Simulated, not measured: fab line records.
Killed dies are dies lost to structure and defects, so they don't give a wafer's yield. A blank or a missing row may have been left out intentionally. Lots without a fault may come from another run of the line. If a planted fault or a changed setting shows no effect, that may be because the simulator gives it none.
fab line records | flow n5Finfet
[record] lots = 7 | wafers = 39
route steps=1938 shown FIN_CUT@169 DUMMY_GATE@243 HKMG_FIN@435 GATE_CUT@466
startH: start of the lot's first displayed wafer, in hours after the record's first day | waitH: hours since the lot's step before | " identical to the entry in the row above | L1.1+2: a single row standing in for several wafers | - value missing, or start not given | * or withheld: withheld | < > ~ a bound
route shown NAME@n: a module of which the file shows steps, and the number in the route of the first | usual: mean/standard deviation taken from wafers without a fault | same: alike in all rows | chamber/n: place in a boat | sites: readings site by site | _std_site: standard deviation across them | _edge_site: outer sites' mean less inner sites' | radiusMm: for every site, how far away it sits from the centre of the wafer | mask NAME#n: copy n | behind: the most recent tool/chamber to have shaped the wafer | hold: what put the lot on hold/how long, in hours/how the hold closed | device: transistor that didn't switch, given as n, p or np | end of line: the same wafers' tests at the end of the route | where a step has no rows: the recipe by itself | killed: not the wafer's yield, but the dies lost to structure and defects at the first sort | map: shows each die of a wafer: x if killed, . if not, _ if none is there
set.NAME: the setting that was run; set.NAME@STEP: the one run at that earlier step | model.NAME: the simulator's own value behind a step, which no gauge read
lots whose settings were changed on purpose; a table a step, a row a wafer
[[steps]]
[step N5_FIN_CUT_ETCH_21]
[recipe] chemistry = N2/H2 | target = SOC | targetDepthA = 2190 | overetchA = 438 | maskMaterial = SiARC | tempC = 40 | ionEnergyEv = 100 | biasW = 61 | timeS = 523.5 | pressureMtorr = 30 | sourceW = 850 | n2FlowSccm = 200 | h2FlowSccm = 200
[usual] rfVppV = 240.7/1.4
lot.wafer | tool       | chamber | startH | waitH | set.biasW | rfVppV
L076.1    | rieDiel-01 | 2       | 38.74  | 0.0   | 61        | 240.2
L076.2    | "          | 1       | "      | "     | 61        | 240.0
L076.3    | "          | 3       | "      | "     | 61        | 242.1
L076.4    | "          | 0       | "      | "     | 61        | 240.4
L076.5    | "          | 0       | "      | "     | 61        | 242.3
L076.6    | "          | 3       | "      | "     | 61        | 240.1
L077.1    | rieDiel-05 | 3       | 44.99  | 0.0   | 61        | 241.3
L077.2    | "          | 0       | "      | "     | 65.58     | 254.3
L077.3    | "          | 2       | "      | "     | 61        | 240.8
L077.4    | "          | 1       | "      | "     | 65.58     | 252.0
L077.5    | "          | 2       | "      | "     | 61        | 241.3
L077.6    | "          | 3       | "      | "     | 65.58     | 252.9
L081.1    | rieDiel-04 | 2       | 69.97  | 0.0   | 61        | 237.9
L081.2    | "          | 1       | "      | "     | 61        | 243.0
L081.6    | "          | 0       | "      | "     | 61        | 239.7
L082.1    | rieDiel-05 | 0       | 75.07  | 0.0   | 61        | 242.2
L082.2    | "          | 2       | "      | "     | 66.24     | 254.4
L082.3    | "          | 3       | "      | "     | 61        | 241.7
L082.4    | "          | 1       | "      | "     | 61        | 240.0
L082.5    | "          | 3       | "      | "     | 66.24     | 254.3
L082.6    | "          | 0       | "      | "     | 66.24     | 255.3
L094.1    | rieDiel-04 | 3       | 146.38 | 0.0   | 61        | 240.1
L094.2    | "          | 1       | "      | "     | 67.84     | 259.7
L094.3    | "          | 0       | "      | "     | 61        | 241.7
L094.4    | "          | 2       | "      | "     | 61        | 242.4
L094.5    | "          | 2       | "      | "     | 67.84     | 260.4
L094.6    | "          | 3       | "      | "     | 67.84     | 254.3
L096.1    | rieDiel-05 | 3       | 158.55 | 0.0   | 61        | 242.2
L096.2    | "          | 1       | "      | "     | 61        | 239.4
L096.3    | "          | 0       | "      | "     | 61        | 241.5
L096.4    | "          | 2       | "      | "     | 61        | 240.1
L096.5    | "          | 1       | "      | "     | 61        | 240.0
L096.6    | "          | 0       | "      | "     | 61        | 242.3
L097.1    | rieDiel-05 | 1       | 165.63 | 0.0   | 61        | 239.7
L097.2    | "          | 0       | "      | "     | 61        | 241.4
L097.3    | "          | 3       | "      | "     | 61        | 240.5
L097.4    | "          | 2       | "      | "     | 65.84     | 251.9
L097.5    | "          | 2       | "      | "     | 65.84     | 253.2
L097.6    | "          | 3       | "      | "     | 65.84     | 253.7
[step N5_DUMMY_GATE_ETCH_31]
[recipe] chemistry = C4F6/O2 | target = SiO2 | maskMaterial = SOC | targetDepthA = 825 | timeS = 27.5 | ionEnergyEv = 250 | pressureMtorr = 30 | sourceW = 345 | biasW = 185 | Ar_flow_sccm = 300 | C4F6_flow_sccm = 10 | O2_flow_sccm = 10
lot.wafer | tool       | chamber | startH | waitH | set.targetDepthA | model.etch.depthNm | model.SOC_of_DUMMY_GATE_COAT_34.thkNm
L076.1    | rieDiel-01 | 0       | 58.81  | 0.1   | 825              | 82.32              | 51.6
L076.2    | "          | 1       | "      | "     | 825              | 82.58              | 51.6
L076.3    | "          | 2       | "      | "     | 825              | 82.42              | 51.6
L076.4    | "          | 3       | "      | "     | 825              | 81.83              | 51.6
L076.5    | "          | 3       | "      | "     | 825              | 82.11              | 51.8
L076.6    | "          | 2       | "      | "     | 825              | 81.82              | 51.6
L077.1    | rieDiel-01 | 2       | 64.78  | 0.1   | 825              | 82.33              | 51.8
L077.2    | "          | 0       | "      | "     | 825              | 84.17              | 51.6
L077.3    | "          | 1       | "      | "     | 825              | 82.69              | 52
L077.4    | "          | 3       | "      | "     | 825              | 82.71              | 51.8
L077.5    | "          | 2       | "      | "     | 825              | 82.47              | 51.6
L077.6    | "          | 3       | "      | "     | 825              | 81.93              | 51.8
L081.1    | rieDiel-04 | 1       | 88.87  | 0.0   | 825              | 84.81              | 51.2
L081.2    | "          | 3       | "      | "     | 825              | 81.75              | 51.6
L081.6    | "          | 0       | "      | "     | 825              | 84.36              | 51.4
L082.1    | rieDiel-01 | 2       | 93.85  | 0.0   | 825              | 82.53              | 51.6
L082.2    | "          | 1       | "      | "     | 825              | 82.94              | 52
L082.3    | "          | 0       | "      | "     | 825              | 83.01              | 51.8
L082.4    | "          | 3       | "      | "     | 825              | 81.7               | 52
L082.5    | "          | 0       | "      | "     | 825              | 83.29              | 51.8
L082.6    | "          | 1       | "      | "     | 825              | 82.78              | 51.8
L094.1    | rieDiel-05 | 0       | 165.31 | 0.0   | 825              | 81.1               | 51.6
L094.2    | "          | 1       | "      | "     | 825              | 83.21              | 51.6
L094.3    | "          | 2       | "      | "     | 724.2            | 74.02              | 52.6
L094.4    | "          | 3       | "      | "     | 724.2            | 72.52              | 52.6
L094.5    | "          | 2       | "      | "     | 724.2            | 74.15              | 52.6
L094.6    | "          | 1       | "      | "     | 825              | 83.7               | 51.4
L096.1    | rieDiel-01 | 1       | 177.41 | 0.0   | 909.3            | 90.74              | 51.2
L096.2    | "          | 2       | "      | "     | 825              | 82.61              | 51.6
L096.3    | "          | 3       | "      | "     | 909.3            | 90.74              | 51
L096.4    | "          | 2       | "      | "     | 825              | 83.31              | 51.6
L096.5    | "          | 3       | "      | "     | 825              | 81.52              | 52
L096.6    | "          | 1       | "      | "     | 909.3            | 90.8               | 51
L097.1    | rieDiel-04 | 1       | 184.44 | 0.0   | 825              | 84.68              | 51.4
L097.2    | "          | 2       | "      | "     | 895              | 91.64              | 50.8
L097.3    | "          | 0       | "      | "     | 825              | 84.73              | 51.4
L097.4    | "          | 0       | "      | "     | 895              | 90.52              | 51
L097.5    | "          | 1       | "      | "     | 825              | 84.75              | 51.2
L097.6    | "          | 2       | "      | "     | 895              | 92.42              | 50.6
[step N5_HKMG_FIN_ETCH_32]
[recipe] chemistry = N2/H2 | target = SOC | targetDepthA = 2400 | tempC = 40 | timeS = 300 | ionEnergyEv = 200 | maskMaterial = SiARC | pressureMtorr = 30 | sourceW = 840 | biasW = 150 | n2FlowSccm = 200 | h2FlowSccm = 200
[usual] rfVppV = 523.9/2.4
lot.wafer | tool       | chamber | startH | waitH | set.biasW | rfVppV | model.SiARC_of_HKMG_FIN_COAT_30.thkNm
L076.1    | rieDiel-06 | 2       | 87.41  | 0.0   | 169.9     | 562.7  | 19
L076.2    | "          | 3       | "      | "     | 169.9     | 564.3  | 19.4
L076.3    | "          | 1       | "      | "     | 169.9     | 565.8  | 18.8
L076.4    | "          | 0       | "      | "     | 150       | 527.9  | 21.4
L076.5    | "          | 1       | "      | "     | 150       | 522.7  | 21
L076.6    | "          | 2       | "      | "     | 150       | 520.6  | 21.2
L077.1    | rieDiel-02 | 0       | 92.84  | 0.0   | 150       | 523.0  | 22
L077.2    | "          | 2       | "      | "     | 150       | 524.2  | 20.6
L077.3    | "          | 3       | "      | "     | 150       | 523.9  | 21
L077.4    | "          | 1       | "      | "     | 150       | 526.1  | 21
L077.5    | "          | 0       | "      | "     | 150       | 523.3  | 22
L077.6    | "          | 3       | "      | "     | 150       | 523.6  | 21
L081.1    | rieDiel-06 | 3       | 117.06 | 0.0   | 150       | 521.4  | 21.4
L081.2    | "          | 2       | "      | "     | 150       | 519.7  | 21.2
L081.6    | "          | 2       | "      | "     | 150       | 519.8  | 21.2
L082.1    | rieDiel-02 | 2       | 121.28 | 0.0   | 150       | 523.5  | 20.8
L082.2    | "          | 0       | "      | "     | 160.1     | 544.8  | 20.8
L082.3    | "          | 1       | "      | "     | 160.1     | 548.1  | 20
L082.4    | "          | 3       | "      | "     | 160.1     | 544.2  | 19.8
L082.5    | "          | 0       | "      | "     | 150       | 521.5  | 22
L082.6    | "          | 3       | "      | "     | 150       | 523.8  | 21.2
L094.1    | rieDiel-06 | 1       | 193.08 | 0.0   | 150       | 523.5  | 20.8
L094.2    | "          | 2       | "      | "     | 150       | 527.1  | 21.4
L094.3    | "          | 3       | "      | "     | 161.8     | 546.2  | 20.2
L094.4    | "          | 0       | "      | "     | 150       | 527.1  | 21.4
L094.5    | "          | 1       | "      | "     | 161.8     | 547.6  | 19.6
L094.6    | "          | 2       | "      | "     | 161.8     | 553.4  | 19.6
L096.1    | rieDiel-02 | 1       | 206.92 | 0.0   | 150       | 526.5  | 20.8
L096.2    | "          | 0       | "      | "     | 150       | 524.9  | 21.8
L096.3    | "          | 2       | "      | "     | 171.3     | 568.9  | 18.2
L096.4    | "          | 3       | "      | "     | 171.3     | 569.0  | 18.6
L096.5    | "          | 3       | "      | "     | 171.3     | 569.0  | 18.4
L096.6    | "          | 0       | "      | "     | 150       | 522.0  | 22
L097.1    | rieDiel-03 | 0       | 213.07 | 0.0   | 150       | 520.1  | 21
L097.2    | "          | 2       | "      | "     | 150       | 523.5  | 21.8
L097.3    | "          | 1       | "      | "     | 178       | 586.9  | 18.2
L097.4    | "          | 3       | "      | "     | 178       | 587.3  | 18.4
L097.5    | "          | 2       | "      | "     | 150       | 523.6  | 21.6
L097.6    | "          | 3       | "      | "     | 178       | 588.1  | 18.4
[step N5_GATE_CUT_ETCH_56]
[recipe] chemistry = Cl2/Ar | target = TiN | targetDepthA = 216 | pressureMtorr = 10 | icpW = 600 | biasW = 60 | Cl2_flow_sccm = 40 | Ar_flow_sccm = 60
lot.wafer | tool        | chamber | startH | waitH | set.targetDepthA | model.etch.depthNm
L076.1    | rieMetal-03 | 1       | 92.11  | 0.1   | 216              | 21.59
L076.2    | "           | 0       | "      | "     | 216              | 21.86
L076.3    | "           | 0       | "      | "     | 216              | 22.14
L076.4    | "           | 1       | "      | "     | 216              | 21.52
L076.5    | "           | 0       | "      | "     | 216              | 21.91
L076.6    | "           | 1       | "      | "     | 216              | 21.61
L077.1    | rieMetal-01 | 1       | 97.30  | 0.1   | 216              | 22.3
L077.2    | "           | 0       | "      | "     | 216              | 22.25
L077.3    | "           | 0       | "      | "     | 216              | 22.2
L077.4    | "           | 1       | "      | "     | 216              | 22.22
L077.5    | "           | 0       | "      | "     | 216              | 22.03
L077.6    | "           | 1       | "      | "     | 216              | 22.29
L081.1    | rieMetal-01 | 0       | 121.57 | 0.1   | 216              | 21.98
L081.2    | "           | 1       | "      | "     | 216              | 22.06
L081.6    | "           | 0       | "      | "     | 216              | 22.01
L082.1    | rieMetal-01 | 0       | 125.75 | 0.1   | 192.8            | 19.69
L082.2    | "           | 1       | "      | "     | 192.8            | 19.67
L082.3    | "           | 0       | "      | "     | 192.8            | 19.7
L082.4    | "           | 1       | "      | "     | 216              | 22.12
L082.5    | "           | 0       | "      | "     | 216              | 22.13
L082.6    | "           | 1       | "      | "     | 216              | 22.28
L094.1    | rieMetal-01 | 0       | 197.58 | 0.1   | 216              | 22.28
L094.2    | "           | 1       | "      | "     | 203.9            | 21.16
L094.3    | "           | 1       | "      | "     | 216              | 22.53
L094.4    | "           | 0       | "      | "     | 216              | 22.14
L094.5    | "           | 0       | "      | "     | 203.9            | 20.82
L094.6    | "           | 1       | "      | "     | 203.9            | 21.29
L096.1    | rieMetal-01 | 1       | 211.68 | 0.1   | 229.9            | 24.19
L096.2    | "           | 0       | "      | "     | 216              | 22.19
L096.3    | "           | 0       | "      | "     | 229.9            | 23.44
L096.4    | "           | 1       | "      | "     | 216              | 22.51
L096.5    | "           | 0       | "      | "     | 229.9            | 23.64
L096.6    | "           | 1       | "      | "     | 216              | 22.42
L097.1    | rieMetal-02 | 0       | 217.60 | 0.1   | 216              | 21.32
L097.2    | "           | 1       | "      | "     | 227.6            | 22.51
L097.3    | "           | 1       | "      | "     | 227.6            | 22.53
L097.4    | "           | 0       | "      | "     | 216              | 21.18
L097.5    | "           | 0       | "      | "     | 227.6            | 22.2
L097.6    | "           | 1       | "      | "     | 216              | 21.34
[step N5_GATE_CUT_CUT_ETCH_54]
[recipe] chemistry = Cl2/BCl3 | target = TiN | maskMaterial = SiO2 | targetDepthA = 967 | pressureMtorr = 10 | icpW = 1000 | biasW = 126 | Cl2_flow_sccm = 53.25 | bcl3FlowSccm = 21.75 | Ar_flow_sccm = 25 | ends = cleared
[usual] etchRfOnTimeS = 36.7/0.69
lot.wafer | tool        | chamber | startH | waitH | set.icpW | etchRfOnTimeS
L076.1    | rieMetal-03 | 1       | 96.25  | 0.0   | 1000     | 37.1
L076.2    | "           | 0       | "      | "     | 903.5    | 39.4
L076.3    | "           | 1       | "      | "     | 903.5    | 40.5
L076.4    | "           | 0       | "      | "     | 1000     | 35.9
L076.5    | "           | 0       | "      | "     | 903.5    | 39.4
L076.6    | "           | 1       | "      | "     | 1000     | 37.2
L077.1    | rieMetal-03 | 0       | 104.27 | 0.0   | 1000     | 36.2
L077.2    | "           | 1       | "      | "     | 1000     | 37.0
L077.3    | "           | 0       | "      | "     | 1000     | 36.5
L077.4    | "           | 1       | "      | "     | 1000     | 37.3
L077.5    | "           | 0       | "      | "     | 1000     | 36.2
L077.6    | "           | 1       | "      | "     | 1000     | 36.9
L081.1    | rieMetal-03 | 0       | 125.68 | 0.0   | 1000     | 36.0
L081.2    | "           | 1       | "      | "     | 1000     | 37.0
L081.6    | "           | 0       | "      | "     | 1000     | 35.9
L082.1    | rieMetal-01 | 1       | 130.48 | 0.0   | 1000     | 36.0
L082.2    | "           | 0       | "      | "     | 812.7    | 43.2
L082.3    | "           | 1       | "      | "     | 1000     | 36.0
L082.4    | "           | 0       | "      | "     | 1000     | 36.2
L082.5    | "           | 0       | "      | "     | 812.7    | 43.4
L082.6    | "           | 1       | "      | "     | 812.7    | 43.6
L094.1    | rieMetal-03 | 1       | 201.74 | 0.0   | 1000     | 36.9
L094.2    | "           | 0       | "      | "     | 1140     | 32.4
L094.3    | "           | 0       | "      | "     | 1140     | 32.4
L094.4    | "           | 1       | "      | "     | 1140     | 32.9
L094.5    | "           | 0       | "      | "     | 1000     | 36.2
L094.6    | "           | 1       | "      | "     | 1000     | 36.9
L096.1    | rieMetal-01 | 0       | 216.04 | 0.0   | 1000     | 36.2
L096.2    | "           | 1       | "      | "     | 1000     | 35.4
L096.3    | "           | 1       | "      | "     | 1000     | 35.4
L096.4    | "           | 0       | "      | "     | 1000     | 36.4
L096.5    | "           | 0       | "      | "     | 1000     | 36.3
L096.6    | "           | 1       | "      | "     | 1000     | 35.5
L097.1    | rieMetal-01 | 1       | 221.82 | 0.1   | 811.9    | 42.4
L097.2    | "           | 1       | "      | "     | 811.9    | 42.4
L097.3    | "           | 1       | "      | "     | 811.9    | 42.5
L097.4    | "           | 1       | "      | "     | 1000     | 35.2
L097.5    | "           | 1       | "      | "     | 1000     | 35.4
L097.6    | "           | 1       | "      | "     | 1000     | 35.4
[[key]]
[split] step = N5_FIN_CUT_ETCH_21 | setting = biasW | stated = 61 | by = wafer
[response] step = N5_FIN_CUT_ETCH_21 | reading = rfVppV | change = +1.54 | per = 1% | r = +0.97
[split] step = N5_DUMMY_GATE_ETCH_31 | setting = targetDepthA | stated = 825 | by = wafer
[response] step = N5_DUMMY_GATE_ETCH_31 | reading = model.etch.depthNm | change = +0.779 | per = 1% | r = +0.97
[response] step = N5_DUMMY_GATE_ETCH_31 | reading = model.SOC_of_DUMMY_GATE_COAT_34.thkNm | change = -0.0748 | per = 1% | r = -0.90
[split] step = N5_HKMG_FIN_ETCH_32 | setting = biasW | stated = 150 | by = wafer
[response] step = N5_HKMG_FIN_ETCH_32 | reading = rfVppV | change = +3.26 | per = 1% | r = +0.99
[response] step = N5_HKMG_FIN_ETCH_32 | reading = model.SiARC_of_HKMG_FIN_COAT_30.thkNm | change = -0.18 | per = 1% | r = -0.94
[split] step = N5_GATE_CUT_ETCH_56 | setting = targetDepthA | stated = 216 | by = wafer
[response] step = N5_GATE_CUT_ETCH_56 | reading = model.etch.depthNm | change = +0.224 | per = 1% | r = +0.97
[split] step = N5_GATE_CUT_CUT_ETCH_54 | setting = icpW | stated = 1000 | by = wafer
[response] step = N5_GATE_CUT_CUT_ETCH_54 | reading = etchRfOnTimeS | change = * | per = 1% | r = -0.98
